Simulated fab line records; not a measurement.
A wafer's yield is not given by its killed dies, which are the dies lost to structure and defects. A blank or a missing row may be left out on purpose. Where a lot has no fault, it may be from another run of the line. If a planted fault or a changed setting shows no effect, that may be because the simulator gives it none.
fab line records    flow nandHarc
[record] lots = 6  wafers = 18  lastDay = 32
route steps=1302 shown A_STAIRCASE@725 END@1302
lots that met no fault: taken from a fault-free run of the same line
startH: hours from the record's opening day to when the first of the lot's shown wafers began    waitH: hours since the lot's step before    " as in the row above    L1.1+2: one row covering several wafers at once    - either no value or no given start    * or withheld: withheld    < > ~ a bound
route shown NAME@n: a module of which the file shows steps, and the number in the route of the first    usual: mean and standard deviation over wafers with no fault    same: alike in all rows    chamber/n: place in a boat    sites: readings site by site    _std_site: standard deviation of those values    _edge_site: mean of outer sites minus mean of inner sites    radiusMm: how far each site lies from the wafer's centre    mask NAME#n: copy n    behind: the last tool/chamber to shape the wafer    hold: cause of the lot's hold/its duration in hours/its outcome    device: whichever transistor did not switch (one of n, p or np)    end of line: at the end of the route, the tests of the same wafers    a step with no rows: only its recipe    killed: dies lost to structure and defects at the first sort, not the wafer's yield    map: per-die view of a wafer (x killed, . not killed, _ where there is no die)
set.NAME: setting as actually run; set.NAME@STEP: the setting as run at that earlier step    model.NAME: the simulator's own value behind a step, which no gauge read
a table for each step, a row for each wafer; lots at some steps of the route
services: the hour from which a tool's chamber was out of use, counted from the record's first day as startH (under 0 if before that day), plus the number of hours and why
[[steps]]
[step NHARC_A_STAIRCASE_COAT_211]
[recipe] spinRpm = 1200
[step NHARC_A_STAIRCASE_SOFTBAKE_212]
[recipe] tempC = 135  timeS = 170
[step NHARC_A_STAIRCASE_EBR_213]
[step NHARC_A_STAIRCASE_EXPOSE_214]
[recipe] na = 0.5  doseMj = 31.26  maskId = STAIR_3
[step NHARC_A_STAIRCASE_PEB_215]
[recipe] pebTempC = 115  pebTimeS = 130
[step NHARC_A_STAIRCASE_DEVELOP_216]
[recipe] timeS = 140
[step NHARC_A_STAIRCASE_HARDBAKE_218]
[recipe] tempC = 120  timeS = 140
[step NHARC_A_STAIRCASE_DESCUM_219]
[recipe] timeS = 3  o2FlowSccm = 200  arFlowSccm = 0  biasPowerW = 0  chemistry = O2
[usual] drypumpMotorCurrentA = 5.6/0.39  oesProductAu = 0.998/0.011  rfVppV = 57.9/0.88  showerheadPlenumPTorr = 1.92/0.068  throttleValvePct = 11.311/0.0086
[same] timeS = 3
lot.wafer  tool        chamber  startH  waitH  drypumpMotorCurrentA  oesProductAu  rfHoursCounterH  rfVppV  showerheadPlenumPTorr  throttleValvePct
L870.2     rieDiel-07  2        380.45  -      5.3                   0.993         24               57.0    1.99                   11.307
L870.6     "           3        "       "      5.3                   0.989         -                58.0    1.89                   11.308
L870.5     "           0        "       "      6.1                   0.993         -                58.8    2.03                   11.323
L878.5     rieDiel-06  0        463.19  -      5.5                   0.985         -                59.0    2.02                   11.310
L878.6     "           1        "       "      5.7                   1.015         -                57.5    1.89                   11.329
L878.4     "           3        "       "      5.9                   0.996         -                58.6    1.89                   11.314
L879.4     rieDiel-08  2        463.84  -      5.4                   1.010         29               55.8    1.89                   11.310
L879.1     "           3        "       "      5.5                   0.983         33               59.3    1.79                   11.304
L879.2     "           1        "       "      5.7                   1.007         32               58.6    1.94                   11.307
L882.3     rieDiel-08  1        502.77  -      5.7                   1.024         45               57.5    1.93                   11.307
L882.1     "           2        "       "      5.4                   1.007         41               57.3    1.89                   11.311
L882.4     "           3        "       "      5.5                   0.988         47               58.3    1.79                   11.317
L887.1     rieDiel-06  0        542.92  -      5.5                   0.982         15               57.5    2.01                   11.309
L887.3     "           1        "       "      5.7                   1.011         18               57.9    1.88                   11.304
L887.2     "           2        "       "      6.6                   0.996         19               58.9    1.85                   11.321
L888.3     rieDiel-06  1        567.36  -      5.7                   1.022         24               57.5    1.88                   11.324
L888.6     "           2        "       "      6.6                   0.986         -                56.3    1.85                   11.323
L888.5     "           3        "       "      5.9                   1.008         -                57.9    1.88                   11.303
[step NHARC_A_STAIRCASE_TRIM_220]
[recipe] timeS = 211.2  o2FlowSccm = 500  arFlowSccm = 0  biasW = 0  chemistry = O2
[usual] drypumpMotorCurrentA = 5.6/0.38  oesProductAu = 0.996/0.011  rfVppV = 57.8/0.85  showerheadPlenumPTorr = 3.53/0.12  throttleValvePct = 17.037/0.0092
[same] timeS = 211.2
lot.wafer  tool        chamber  startH  waitH  drypumpMotorCurrentA  oesProductAu  rfHoursCounterH  rfVppV  showerheadPlenumPTorr  throttleValvePct
L870.2     rieDiel-07  3        380.53  0.1    5.3                   0.983         23               57.3    3.48                   17.033
L870.5     "           2        "       "      5.3                   0.997         -                57.5    3.66                   17.023
L870.6     "           3        "       "      5.3                   0.991         -                56.9    3.48                   17.030
L878.6     rieDiel-06  1        463.31  0.1    5.7                   1.003         -                57.6    3.48                   17.021
L878.4     "           3        "       "      5.9                   0.989         -                58.2    3.48                   17.031
L878.5     "           0        "       "      5.5                   0.985         -                58.0    3.71                   17.047
L879.4     rieDiel-08  2        463.93  0.1    5.4                   1.017         29               58.9    3.49                   17.036
L879.1     "           0        "       "      5.2                   1.014         25               57.7    3.52                   17.036
L879.2     "           1        "       "      5.8                   1.022         32               59.0    3.57                   17.032
L882.3     rieDiel-08  2        502.92  0.1    5.4                   1.024         41               58.5    3.48                   17.024
L882.4     "           3        "       "      5.5                   0.998         47               58.7    3.31                   17.030
L882.1     "           0        "       "      5.2                   1.000         40               59.0    3.51                   17.029
L887.3     rieDiel-06  3        543.01  0.1    5.9                   0.980         17               57.8    3.47                   17.035
L887.2     "           1        "       "      5.7                   1.012         18               58.5    3.47                   17.033
L887.1     "           2        "       "      6.6                   0.993         19               57.2    3.43                   17.055
L888.3     rieDiel-06  2        567.46  0.1    6.6                   0.988         25               57.7    3.42                   17.030
L888.6     "           3        "       "      5.9                   1.005         -                57.4    3.47                   17.023
L888.5     "           0        "       "      5.5                   0.997         -                57.8    3.69                   17.045
[step NHARC_A_STAIRCASE_ETCH_221]
[recipe] targetDepthA = 1000  timeS = 40.5  ionEnergyEv = 400  c4f8FlowSccm = 20  o2FlowSccm = 10  arFlowSccm = withheld  rfW = 600  biasW = 1000  chemistry = C4F8/O2
[usual] oesProductAu = 0.935/0.018  rfFwdPowerW = 592/3.5  rfVppV = 896/4.2
[same] timeS = 40.5
lot.wafer  tool        chamber  startH  waitH  oesProductAu  rfFwdPowerW  rfHoursCounterH  rfVppV
L870.2     rieDiel-07  0        -       -      0.927         593          21               904
L870.6     "           1        "       "      0.929         592          -                898
L870.5     "           2        "       "      0.937         596          -                901
L878.4     rieDiel-06  0        -       -      0.922         593          -                903
L878.5     "           1        "       "      0.932         589          -                893
L878.6     "           3        "       "      0.907         584          -                894
L879.2     rieDiel-06  0        464.18  -      0.980         591          56               901
L879.1     "           1        "       "      1.011         590          57               894
L879.4     "           0        "       "      0.985         590          -                904
L882.4     rieDiel-08  3        -       -      0.915         590          47               888
L882.3     "           1        "       "      0.940         595          45               899
L882.1     "           2        "       "      0.932         595          41               895
L887.2     rieDiel-06  3        -       -      0.913         584          17               894
L887.3     "           0        "       "      0.898         592          15               901
L887.1     "           1        "       "      0.923         589          18               894
L888.3     rieDiel-06  2        -       -      0.912         595          25               893
L888.6     "           3        "       "      0.924         584          -                893
L888.5     "           0        "       "      0.917         589          -                902
[step NHARC_A_STAIRCASE_TRIM_222]
[recipe] timeS = 211.2  o2FlowSccm = 500  arFlowSccm = 0  biasW = 0  chemistry = O2
[usual] drypumpMotorCurrentA = 5.6/0.4  oesProductAu = 0.998/0.011  rfVppV = 57.8/0.86  showerheadPlenumPTorr = 3.54/0.11  throttleValvePct = 17.037/0.0091
[same] timeS = 211.2
lot.wafer  tool        chamber  startH  waitH  drypumpMotorCurrentA  oesProductAu  rfHoursCounterH  rfVppV  showerheadPlenumPTorr  throttleValvePct
L870.2     rieDiel-07  1        -       -      5.0                   0.985         22               56.8    3.62                   17.030
L870.5     "           0        "       "      6.1                   0.979         -                58.6    3.73                   17.049
L870.6     "           1        "       "      5.0                   0.982         -                57.4    3.62                   17.042
L878.6     rieDiel-06  1        -       -      5.7                   1.016         -                58.0    3.48                   17.035
L878.4     "           3        "       "      5.9                   0.993         -                57.1    3.48                   17.036
L878.5     "           0        "       "      5.5                   0.994         -                58.5    3.71                   17.038
L879.2     rieDiel-06  0        -       -      5.5                   0.997         56               59.7    3.71                   17.040
L879.1     "           3        "       "      6.0                   0.995         55               56.8    3.48                   17.041
L879.4     "           1        "       "      5.7                   1.005         -                59.1    3.48                   17.040
L882.4     rieDiel-08  1        -       -      5.7                   1.018         45               56.8    3.56                   17.047
L882.1     "           3        "       "      5.5                   0.998         47               57.3    3.31                   17.038
L882.3     "           0        "       "      5.2                   0.993         40               57.4    3.51                   17.026
L887.3     rieDiel-06  3        -       -      5.9                   1.000         17               57.2    3.47                   17.040
L887.1     "           1        "       "      5.7                   1.012         18               57.6    3.47                   17.040
L887.2     "           2        "       "      6.6                   0.986         19               57.5    3.43                   17.037
L888.3     rieDiel-06  2        -       -      6.6                   1.009         25               58.6    3.42                   17.035
L888.5     "           2        "       "      6.6                   0.992         -                56.5    3.42                   17.034
L888.6     "           3        "       "      5.9                   1.010         -                57.7    3.47                   17.039
[step NHARC_A_STAIRCASE_ETCH_223]
[recipe] targetDepthA = 1000  timeS = 40.5  ionEnergyEv = 400  c4f8FlowSccm = 20  o2FlowSccm = 10  arFlowSccm = withheld  rfW = 600  biasW = 1000  chemistry = C4F8/O2
[usual] oesProductAu = 0.939/0.012  rfFwdPowerW = 592/3.7  rfVppV = 896/4.4
[same] timeS = 40.5
lot.wafer  tool        chamber  startH  waitH  oesProductAu  rfFwdPowerW  rfHoursCounterH  rfVppV
L870.2     rieDiel-07  2        380.96  -      0.945         593          25               900
L870.6     "           2        "       "      0.938         591          -                901
L870.5     "           3        "       "      0.936         589          -                894
L878.6     rieDiel-06  0        463.73  -      0.939         589          -                902
L878.4     "           1        "       "      0.953         590          -                895
L878.5     "           3        "       "      0.920         589          -                895
L879.4     rieDiel-08  2        464.67  -      0.945         595          29               895
L879.2     "           3        "       "      0.923         592          33               889
L879.1     "           0        "       "      0.939         587          25               895
L882.3     rieDiel-08  1        503.73  -      0.948         596          45               898
L882.4     "           3        "       "      0.932         591          47               888
L882.1     "           0        "       "      0.951         590          40               896
L887.2     rieDiel-06  3        543.40  -      1.147         824          17               894
L887.3     "           0        "       "      1.131         834          15               902
L887.1     "           1        "       "      1.159         829          18               893
L888.3     rieDiel-06  0        567.81  -      1.167         828          20               901
L888.6     "           0        "       "      1.168         828          -                903
L888.5     "           1        "       "      1.168         830          -                892
[step NHARC_A_STAIRCASE_TRIM_224]
[recipe] timeS = 211.2  o2FlowSccm = 500  arFlowSccm = 0  biasW = 0  chemistry = O2
[usual] drypumpMotorCurrentA = 5.6/0.4  oesProductAu = 0.998/0.011  rfVppV = 57.8/0.87  showerheadPlenumPTorr = 3.54/0.11  throttleValvePct = 17.036/0.0092
[same] timeS = 211.2
lot.wafer  tool        chamber  startH  waitH  drypumpMotorCurrentA  oesProductAu  rfHoursCounterH  rfVppV  showerheadPlenumPTorr  throttleValvePct
L870.2     rieDiel-07  2        -       -      5.2                   0.994         25               58.4    3.65                   17.041
L870.5     "           1        "       "      5.1                   0.997         -                58.1    3.62                   17.034
L870.6     "           2        "       "      5.3                   1.002         -                58.4    3.65                   17.049
L878.6     rieDiel-06  0        -       -      5.5                   0.992         -                57.9    3.71                   17.044
L878.4     "           1        "       "      5.7                   1.003         -                57.8    3.48                   17.031
L878.5     "           3        "       "      5.9                   0.992         -                57.8    3.48                   17.034
L879.4     rieDiel-08  1        -       -      5.8                   1.016         32               58.2    3.57                   17.031
L879.2     "           2        "       "      5.4                   1.016         29               58.4    3.49                   17.029
L879.1     "           3        "       "      5.5                   0.990         33               57.8    3.32                   17.039
L882.3     rieDiel-08  3        -       -      5.6                   0.993         47               59.0    3.31                   17.049
L882.1     "           0        "       "      5.2                   0.996         40               58.8    3.51                   17.046
L882.4     "           1        "       "      5.7                   1.023         45               58.4    3.56                   17.032
L887.2     rieDiel-06  1        -       -      5.7                   1.014         18               58.1    3.47                   17.030
L887.1     "           2        "       "      6.6                   0.993         19               57.6    3.43                   17.037
L887.3     "           3        "       "      5.9                   1.002         17               58.3    3.47                   17.036
L888.3     rieDiel-06  2        -       -      6.6                   0.993         25               56.8    3.42                   17.053
L888.5     "           2        "       "      6.6                   0.987         -                57.6    3.42                   17.024
L888.6     "           3        "       "      5.9                   0.996         -                58.1    3.47                   17.037
[step NHARC_END_SORT_01]
[recipe] tempC = 25
[usual] killedAtArray = 58/20  killedAtOther = 1.0/1.2  killedAtPeriphery = 4.1/3  killedDies = 63/20  killedOpen = 3.2/1.7  killedShort = 2.5/1.5
[same] grossDies = 677
lot.wafer  tool       chamber  startH  waitH  killedAtArray  killedAtOther  killedAtPeriphery  killedDies  killedOpen  killedShort
L870.2     prober-02  0        580.46  2.8    27             1              3                  31          4           5
L870.5     prober-02  0        582.88  3.7    14             3              3                  20          2           5
L870.6     prober-02  0        583.69  4.0    29             0              1                  30          2           1
L878.4     prober-01  0        661.24  3.4    50             0              5                  55          2           1
L878.5     prober-01  0        662.04  3.7    53             2              8                  63          5           1
L878.6     prober-01  0        662.85  4.0    70             3              7                  80          5           8
L879.1     prober-01  0        667.51  2.5    67             0              9                  76          1           2
L879.2     prober-01  0        668.31  2.8    69             2              5                  76          4           3
L879.4     prober-01  0        669.90  3.4    73             0              5                  78          5           4
L882.1     prober-01  0        700.70  2.5    48             1              2                  51          3           3
L882.3     prober-01  0        702.30  3.1    61             0              3                  64          4           2
L882.4     prober-01  0        703.10  3.4    59             1              4                  64          3           2
L887.1     prober-01  0        741.65  2.5    674            0              3                  677         6           5
L887.2     prober-01  0        742.45  2.8    674            0              3                  677         1           2
L887.3     prober-01  0        743.24  3.1    673            1              3                  677         2           1
L888.3     prober-02  0        770.04  3.1    675            1              1                  677         1           1
L888.5     prober-02  0        771.64  3.7    669            2              6                  677         3           0
L888.6     prober-02  0        772.44  4.0    672            1              4                  677         4           2
// killed by level:class
L870.2 A_CHANNEL_HOLE_D2:chamberFilmFlake=10 A_CONTACT:chamberFilmFlake=3 A_DECK1_JOINT:chamberFilmFlake=3 A_ONON_D2:geometricParticle:short=2 A_CHANNEL_HOLE_D1:chamberFilmFlake=2 P_GATE:geometricParticle:open=1 P_CONTACT:geometricParticle:open=1 P_M0:geometricParticle:open=1
L870.5 A_CHANNEL_HOLE_D2:chamberFilmFlake=6 A_BLC:geometricParticle:short=2 THIN_TSV:chamberFilmFlake=2 P_CONTACT:geometricParticle:short=1 A_DECK1_JOINT:geometricParticle:short=1 A_CHANNEL_FILL_D2:geometricParticle:short=1 A_CHANNEL_FILL_D2:geometricParticle:open=1 P_STI:chamberFilmFlake=1
L870.6 A_CHANNEL_HOLE_D2:chamberFilmFlake=6 A_CHANNEL_HOLE_D1:chamberFilmFlake=4 A_M0:chamberFilmFlake=4 A_M1:chamberFilmFlake=4 A_DECK1_JOINT:chamberFilmFlake=2 A_SLIT:chamberFilmFlake=2 A_CONTACT:chamberFilmFlake=2 A_CHANNEL_FILL_D1:geometricParticle:short=1
L878.4 A_SLIT:chamberFilmFlake=31 A_CHANNEL_HOLE_D2:chamberFilmFlake=5 A_CONTACT:chamberFilmFlake=5 P_GATE:chamberFilmFlake=4 A_CHANNEL_HOLE_D1:chamberFilmFlake=2 A_STAIRCASE:chamberFilmFlake=2 A_CHANNEL_FILL_D1:geometricParticle:open=1 A_CHANNEL_FILL_D2:geometricParticle:open=1
L878.5 A_SLIT:chamberFilmFlake=25 A_CHANNEL_HOLE_D2:chamberFilmFlake=9 P_ZERO_WELL:chamberFilmFlake=5 A_CHANNEL_HOLE_D1:chamberFilmFlake=5 A_CONTACT:chamberFilmFlake=4 P_GATE:geometricParticle:open=2 A_STAIRCASE:chamberFilmFlake=2 THIN_TSV:chamberFilmFlake=2
L878.6 A_SLIT:chamberFilmFlake=40 A_CHANNEL_HOLE_D2:chamberFilmFlake=7 A_CONTACT:chamberFilmFlake=6 P_ZERO_WELL:chamberFilmFlake=4 A_CHANNEL_HOLE_D1:chamberFilmFlake=3 A_SOURCE_PLATE:geometricParticle:short=2 P_GATE:chamberFilmFlake=2 P_GATE:geometricParticle:open=1
L879.1 A_SLIT:chamberFilmFlake=32 A_CHANNEL_HOLE_D2:chamberFilmFlake=12 A_CHANNEL_HOLE_D1:chamberFilmFlake=8 A_CONTACT:chamberFilmFlake=8 P_STI:chamberFilmFlake=6 A_STAIRCASE:chamberFilmFlake=4 P_CONTACT:geometricParticle:short=1 P_CONTACT:geometricParticle:open=1
L879.2 A_SLIT:chamberFilmFlake=35 A_CHANNEL_HOLE_D2:chamberFilmFlake=11 A_CONTACT:chamberFilmFlake=8 A_CHANNEL_HOLE_D1:chamberFilmFlake=6 A_ONON_D2:geometricParticle:open=2 P_ZERO_WELL:chamberFilmFlake=2 THIN_TSV:chamberFilmFlake=2 P_GATE:geometricParticle:short=1
L879.4 A_SLIT:chamberFilmFlake=33 A_CHANNEL_HOLE_D2:chamberFilmFlake=16 A_STAIRCASE:chamberFilmFlake=6 A_CHANNEL_HOLE_D1:chamberFilmFlake=4 P_STI:chamberFilmFlake=3 A_CONTACT:chamberFilmFlake=3 A_CHANNEL_FILL_D1:geometricParticle:short=2 A_CHANNEL_FILL_D2:chamberFilmFlake=2
L882.1 A_SLIT:chamberFilmFlake=22 A_STAIRCASE:chamberFilmFlake=8 A_CHANNEL_HOLE_D1:chamberFilmFlake=8 A_CHANNEL_FILL_D1:chamberFilmFlake=3 P_M0:geometricParticle:open=1 A_SOURCE_PLATE:geometricParticle:short=1 A_DECK1_JOINT:geometricParticle:open=1 A_ONON_D2:geometricParticle:open=1
L882.3 A_SLIT:chamberFilmFlake=34 A_CHANNEL_HOLE_D1:chamberFilmFlake=13 A_STAIRCASE:chamberFilmFlake=6 A_CONTACT:chamberFilmFlake=4 P_STI:geometricParticle:open=1 P_CONTACT:geometricParticle:short=1 A_DECK1_JOINT:geometricParticle:open=1 A_ONON_D2:geometricParticle:open=1
L882.4 A_SLIT:chamberFilmFlake=33 A_CHANNEL_HOLE_D1:chamberFilmFlake=9 A_CONTACT:chamberFilmFlake=6 A_STAIRCASE:chamberFilmFlake=4 A_WL_FILL:chamberFilmFlake=3 P_GATE:chamberFilmFlake=2 P_GATE:geometricParticle:open=1 A_ONON_D1:geometricParticle:open=1
L887.1 A_STAIRCASE:areaEtch=611 A_CHANNEL_HOLE_D1:chamberFilmFlake=26 A_CHANNEL_HOLE_D2:chamberFilmFlake=20 A_SLIT:chamberFilmFlake=4 A_ONON_D2:geometricParticle:short=3 A_CONTACT:chamberFilmFlake=3 P_CONTACT:geometricParticle:open=2 A_ONON_D1:geometricParticle:open=2
L887.2 A_STAIRCASE:areaEtch=612 A_CHANNEL_HOLE_D2:chamberFilmFlake=28 A_CHANNEL_HOLE_D1:chamberFilmFlake=23 A_CONTACT:chamberFilmFlake=4 A_SLIT:chamberFilmFlake=3 A_WL_FILL:geometricParticle:short=2 P_GATE:chamberFilmFlake=2 A_WL_FILL:geometricParticle:open=1
L887.3 A_STAIRCASE:areaEtch=615 A_CHANNEL_HOLE_D2:chamberFilmFlake=28 A_CHANNEL_HOLE_D1:chamberFilmFlake=22 A_CONTACT:chamberFilmFlake=4 P_M0:geometricParticle:open=1 A_ONON_D1:geometricParticle:short=1 A_WL_FILL:geometricParticle:open=1 P_GATE:chamberFilmFlake=1
L888.3 A_STAIRCASE:areaEtch=595 A_SLIT:chamberFilmFlake=36 A_CHANNEL_HOLE_D2:chamberFilmFlake=31 A_CHANNEL_HOLE_D1:unspecified=5 A_CHANNEL_HOLE_D1:chamberFilmFlake=2 A_CHANNEL_FILL_D1:geometricParticle:open=1 A_SGD_CUT:geometricParticle:short=1 P_M1:chamberFilmFlake=1
L888.5 A_STAIRCASE:areaEtch=585 A_SLIT:chamberFilmFlake=40 A_CHANNEL_HOLE_D2:chamberFilmFlake=33 P_M1:chamberFilmFlake=3 A_STAIRCASE:chamberFilmFlake=3 P_GATE:chamberFilmFlake=2 A_CHANNEL_HOLE_D1:chamberFilmFlake=2 A_DECK1_JOINT:chamberFilmFlake=2
L888.6 A_STAIRCASE:areaEtch=586 A_SLIT:chamberFilmFlake=36 A_CHANNEL_HOLE_D2:chamberFilmFlake=36 A_CONTACT:chamberFilmFlake=3 A_BLC:geometricParticle:open=2 P_M1:chamberFilmFlake=2 A_CHANNEL_HOLE_D1:unspecified=2 A_STAIRCASE:chamberFilmFlake=2
// map L887.1 (x killed, . not)
____________x____________
_________xxxxxxx_________
_______xxxxxxxxxxx_______
______xxxxxxxxxxxxx______
_____xxxxxxxxxxxxxxx_____
____xxxxxxxxxxxxxxxxx____
____xxxxxxxxxxxxxxxxx____
___xxxxxxxxxxxxxxxxxxx___
___xxxxxxxxxxxxxxxxxxx___
__xxxxxxxxxxxxxxxxxxxxx__
__xxxxxxxxxxxxxxxxxxxxx__
_xxxxxxxxxxxxxxxxxxxxxxx_
_xxxxxxxxxxxxxxxxxxxxxxx_
_xxxxxxxxxxxxxxxxxxxxxxx_
_xxxxxxxxxxxxxxxxxxxxxxx_
_xxxxxxxxxxxxxxxxxxxxxxx_
xxxxxxxxxxxxxxxxxxxxxxxxx
xxxxxxxxxxxxxxxxxxxxxxxxx
xxxxxxxxxxxxxxxxxxxxxxxxx
xxxxxxxxxxxxxxxxxxxxxxxxx
xxxxxxxxxxxxxxxxxxxxxxxxx
_xxxxxxxxxxxxxxxxxxxxxxx_
_xxxxxxxxxxxxxxxxxxxxxxx_
_xxxxxxxxxxxxxxxxxxxxxxx_
_xxxxxxxxxxxxxxxxxxxxxxx_
_xxxxxxxxxxxxxxxxxxxxxxx_
__xxxxxxxxxxxxxxxxxxxxx__
__xxxxxxxxxxxxxxxxxxxxx__
___xxxxxxxxxxxxxxxxxxx___
___xxxxxxxxxxxxxxxxxxx___
____xxxxxxxxxxxxxxxxx____
____xxxxxxxxxxxxxxxxx____
_____xxxxxxxxxxxxxxx_____
______xxxxxxxxxxxxx______
_______xxxxxxxxxxx_______
_________xxxxxxx_________
____________x____________
// map L888.3 (x killed, . not)
____________x____________
_________xxxxxxx_________
_______xxxxxxxxxxx_______
______xxxxxxxxxxxxx______
_____xxxxxxxxxxxxxxx_____
____xxxxxxxxxxxxxxxxx____
____xxxxxxxxxxxxxxxxx____
___xxxxxxxxxxxxxxxxxxx___
___xxxxxxxxxxxxxxxxxxx___
__xxxxxxxxxxxxxxxxxxxxx__
__xxxxxxxxxxxxxxxxxxxxx__
_xxxxxxxxxxxxxxxxxxxxxxx_
_xxxxxxxxxxxxxxxxxxxxxxx_
_xxxxxxxxxxxxxxxxxxxxxxx_
_xxxxxxxxxxxxxxxxxxxxxxx_
_xxxxxxxxxxxxxxxxxxxxxxx_
xxxxxxxxxxxxxxxxxxxxxxxxx
xxxxxxxxxxxxxxxxxxxxxxxxx
xxxxxxxxxxxxxxxxxxxxxxxxx
xxxxxxxxxxxxxxxxxxxxxxxxx
xxxxxxxxxxxxxxxxxxxxxxxxx
_xxxxxxxxxxxxxxxxxxxxxxx_
_xxxxxxxxxxxxxxxxxxxxxxx_
_xxxxxxxxxxxxxxxxxxxxxxx_
_xxxxxxxxxxxxxxxxxxxxxxx_
_xxxxxxxxxxxxxxxxxxxxxxx_
__xxxxxxxxxxxxxxxxxxxxx__
__xxxxxxxxxxxxxxxxxxxxx__
___xxxxxxxxxxxxxxxxxxx___
___xxxxxxxxxxxxxxxxxxx___
____xxxxxxxxxxxxxxxxx____
____xxxxxxxxxxxxxxxxx____
_____xxxxxxxxxxxxxxx_____
______xxxxxxxxxxxxx______
_______xxxxxxxxxxx_______
_________xxxxxxx_________
____________x____________
[[services]]
tool        chamber  startH  hours  kind
rieDiel-06  0        365.83  -      clean
rieDiel-06  1        365.83  -      clean
rieDiel-06  2        365.83  -      clean
rieDiel-06  3        365.83  -      clean
rieDiel-08  -        371.10  9.0    pm
rieDiel-06  0        392.33  -      clean
rieDiel-06  1        392.33  -      clean
rieDiel-06  2        392.33  -      clean
rieDiel-06  3        392.33  -      clean
rieDiel-08  2        393.50  11.2   repair
rieDiel-08  0        393.82  3.0    repair
rieDiel-08  1        416.73  3.3    repair
rieDiel-06  0        416.83  -      clean
rieDiel-06  1        416.83  -      clean
rieDiel-06  2        416.83  -      clean
rieDiel-06  3        416.83  -      clean
rieDiel-06  0        441.33  -      clean
rieDiel-07  1        442.29  7.0    repair
rieDiel-07  -        471.29  9.0    pm
rieDiel-06  -        484.74  9.0    pm
rieDiel-08  1        507.94  34.1   repair
rieDiel-08  -        510.07  0.4    repair
rieDiel-08  -        548.92  9.0    pm
rieDiel-06  -        552.38  2.1    repair
[[key]]
[firstSign] step = NHARC_A_STAIRCASE_ETCH_223  reading = rfFwdPowerW  direction = up  sigmas = 64  usual = *  struck = *
[effect] step = NHARC_A_STAIRCASE_ETCH_223  reading = oesProductAu  direction = up  sigmas = 18  usual = 0.939  struck = 1.157
[effect] step = NHARC_END_SORT_01  reading = killedDies  direction = up  sigmas = 31  usual = 63  struck = 677
[moreKillsBornAt] NHARC_A_STAIRCASE_ETCH_223@rieDiel-06 = 3604
metAt NHARC_A_STAIRCASE_ETCH_223
struckWafers L887.1,L887.2,L887.3,L888.3,L888.5,L888.6
laterRowsLeftOut L887.1,L887.2,L887.3,L888.3,L888.5,L888.6
testerLeftOut L887,L888
onsetBetween 463.73 543.40
[fault] kind = processParameterDrift  tool = rieDiel-06  chamber = -  onsetH = 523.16  steps = NHARC_A_STAIRCASE_ETCH_223  channel = rfW  offset = *  shape = step  endH = 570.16  actsIn = *  stated = *
// testerLeftOut: of these lots the tester's yield and bins aren't shown, on N5 and GAA mostly nor the transistor test; their killed dies are dies lost to structure and defects alone, not to doping, threshold or leakage, so they don't give the yield
// laterRowsLeftOut: the simulator's readings of these wafers behind a module that went badly wrong aren't trusted and aren't shown, but for the sort
